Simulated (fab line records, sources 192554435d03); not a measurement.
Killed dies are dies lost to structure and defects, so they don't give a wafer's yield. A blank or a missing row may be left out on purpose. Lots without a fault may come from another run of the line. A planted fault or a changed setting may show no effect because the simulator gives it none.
Which tool did it? | flow n5_finfet | 11 lots, 32 wafers sampled, at 4 steps of a route of 1938

WHAT THE GAUGES READ, wafer by wafer
N5_BEOL_M14_OCD_MEAS_35.
lot  | measured     | on     | trench_depth_nm (nm)
L590 | day 10 23:26 | ocd-01 | 568 550 554
L595 | day 11 23:15 | ocd-01 | 579 563 579
L591 | day 12 08:27 | ocd-01 | 559 554 558
L596 | day 12 23:05 | ocd-02 | 547 551 576
L602 | day 14 07:37 | ocd-01 | 539 552 539
L604 | day 15 01:54 | ocd-01 | 563 554 583
L606 | day 15 17:09 | ocd-01 | 571 555 567
L608 | day 15 22:53 | ocd-02 | 543 575 542
L609 | day 16 03:03 | ocd-02 | 561 569 565
L610 | day 16 07:23 | ocd-02 | 547 567
L613 | day 17 16:06 | ocd-01 | 585 578 565

N5_BEOL_M15_THK_MEAS_01.
lot  | measured     | on            | M15_ILD_THK (nm)
L590 | day 11 02:22 | film_metro-02 | 1609 1615 1599
L595 | day 12 05:43 | film_metro-02 | 1619 1654 1655
L591 | day 12 11:24 | film_metro-02 | 1608 1672 1636
L596 | day 13 01:01 | film_metro-02 | 1643 1641 1649
L602 | day 14 12:00 | film_metro-02 | 1628 1628 1638
L604 | day 15 04:21 | film_metro-02 | 1585 1613 1582
L606 | day 15 20:32 | film_metro-02 | 1620 1629 1662
L608 | day 16 00:49 | film_metro-02 | 1638 1659 1649
L609 | day 16 06:13 | film_metro-01 | 1625 1643 1641
L610 | day 16 10:13 | film_metro-01 | 1648 1606
L613 | day 17 18:34 | film_metro-01 | 1610 1613 1625

WHICH TOOL RAN EACH LOT (tool, then ch and the chambers of the sampled wafers, then the start)
lot  | N5_BEOL_M14_ETCH_67                | N5_BEOL_M14_CMP_49
L590 | rie_diel-05 ch 0,1,2, day 10 22:52 | cmp-01 ch 0,2,3, day 11 01:38
L595 | rie_diel-01 ch 0,3, day 11 22:40   | cmp-04 ch 1,2, day 12 05:01
L591 | rie_diel-02 ch 0,3, day 12 07:52   | cmp-01 ch 0,1,2, day 12 10:44
L596 | rie_diel-05 ch 0,3, day 12 22:31   | cmp-01 ch 0,1, day 13 00:17
L602 | rie_diel-05 ch 1,3, day 14 07:02   | cmp-04 ch 1,3, day 14 11:16
L604 | rie_diel-01 ch 0,1,3, day 15 01:20 | cmp-01 ch 0,1,3, day 15 03:35
L606 | rie_diel-05 ch 1,2, day 15 16:34   | cmp-01 ch 1,2, day 15 19:47
L608 | rie_diel-05 ch 0,3, day 15 22:19   | cmp-02 ch 0,3, day 16 00:05
L609 | rie_diel-01 ch 0,2, day 16 02:29   | cmp-02 ch 1,2,3, day 16 05:26
L610 | rie_diel-01 ch 1,2, day 16 06:48   | cmp-01 ch 0,1, day 16 09:28
L613 | rie_diel-01 ch 0,2,3, day 17 15:32 | cmp-04 ch 0,1, day 17 17:50
- N5_BEOL_M14_ETCH_67: etches SiARC in CF4, target depth 143 nm, time 238.3 s.
- N5_BEOL_M14_CMP_49: polishes, stops on SiO2, t overpolish 5.2 s, target thk 560 nm.

WHAT THE TOOLS THEMSELVES READ (means of the sampled wafers that have a number; where no wafer has one, the mark that the record gives instead)
N5_BEOL_M14_ETCH_67.
lot  | tool        | bias_w (W) | drypump_motor_current_A (A) | etch_rf_on_time_s (s) | oes_product_au (a.u.) | rf_vpp_V (V) | showerhead_plenum_p_Torr (Torr) | throttle_valve_pct (%)
L590 | rie_diel-05 | 35.95      | 5.8                         | 232                   | 0.75                  | 184.1        | 2.12                            | 15.47
L595 | rie_diel-01 | 35.95      | 5.8                         | 229                   | 0.76                  | 184.4        | 2.22                            | 15.59
L591 | rie_diel-02 | 36.04      | 6.4                         | 234                   | 0.63                  | 183.5        | 2.10                            | 15.63
L596 | rie_diel-05 | 36.04      | 5.5                         | 239                   | 0.72                  | 185.3        | 2.21                            | 15.55
L602 | rie_diel-05 | 36.06      | 5.7                         | 245                   | 0.65                  | 184.6        | 2.21                            | 15.65
L604 | rie_diel-01 | 35.90      | 6.0                         | 233                   | 0.74                  | 184.0        | 2.18                            | 15.66
L606 | rie_diel-05 | 36.02      | 6.0                         | 234                   | 0.80                  | 183.0        | 2.11                            | 15.33
L608 | rie_diel-05 | 36.18      | 5.5                         | 240                   | 0.69                  | 184.7        | 2.20                            | 15.60
L609 | rie_diel-01 | 35.90      | 5.1                         | 235                   | 0.79                  | 184.5        | 2.20                            | 15.40
L610 | rie_diel-01 | 35.86      | 5.7                         | 236                   | 0.79                  | 184.5        | 2.15                            | 15.53
L613 | rie_diel-01 | 35.97      | 5.4                         | 230                   | 0.74                  | 184.6        | 2.20                            | 15.57

N5_BEOL_M14_CMP_49.
lot  | tool   | barrier_field_endpoint_s (s) | motor_current_A (A) | overpolish_run_s (s) | pad_life_wafers | time_to_endpoint_s (s)
L590 | cmp-01 | 11.17                        | 8.3                 | 5.204                | 1976            | 120
L595 | cmp-04 | 11.26                        | 8.3                 | 5.198                | 1897            | 122
L591 | cmp-01 | 9.65                         | 8.3                 | 5.196                | 152             | 104
L596 | cmp-01 | 8.05                         | 8.1                 | 5.194                | 258             | 89
L602 | cmp-04 | 10.89                        | 8.1                 | 5.209                | 259             | 116
L604 | cmp-01 | 11.30                        | 7.7                 | 5.197                | 643             | 122
L606 | cmp-01 | 11.64                        | 7.9                 | 5.210                | 800             | 127
L608 | cmp-02 | 11.52                        | 8.2                 | 5.192                | 972             | 125
L609 | cmp-02 | 10.93                        | 7.9                 | 5.209                | 1034            | 116
L610 | cmp-01 | 11.52                        | 7.8                 | 5.212                | 900             | 123
L613 | cmp-04 | 11.39                        | 7.8                 | 5.208                | 926             | 122

THE ANSWER, worked out from the rows above alone
Rule: what is usual is taken from the lots themselves. Put in order of their means at a reading, lots are off if they are a third of the lots or fewer, leave a main group of 4 or more, and stand apart from it by a gap of 3 or more times the standard deviation of the main group's means; of several such gaps the widest counts. A main group whose means are all the same, to the digits that the tables above print for the reading, isn't used. A lot without any number at a reading at which 4 lots or more have one is off too. The other lots that the step has rows for count as sound. The gauges are gone through in route order, then the tools' own readings, and for those a lot's mean is taken as printed above. The first step at which some lot is off is used, and at that step the reading that is off furthest; a lot without a number counts as furthest.
Off: L591, L596, at N5_BEOL_M14_CMP_49 (barrier_field_endpoint_s). The main group: mean 11.29 s, standard deviation 0.25.
A tool fits if, at that step or a process step before it, it ran every lot that is off, and no sound lot after the first of them. None of those tried fits.

WHAT THE SIMULATOR HAD PUT IN
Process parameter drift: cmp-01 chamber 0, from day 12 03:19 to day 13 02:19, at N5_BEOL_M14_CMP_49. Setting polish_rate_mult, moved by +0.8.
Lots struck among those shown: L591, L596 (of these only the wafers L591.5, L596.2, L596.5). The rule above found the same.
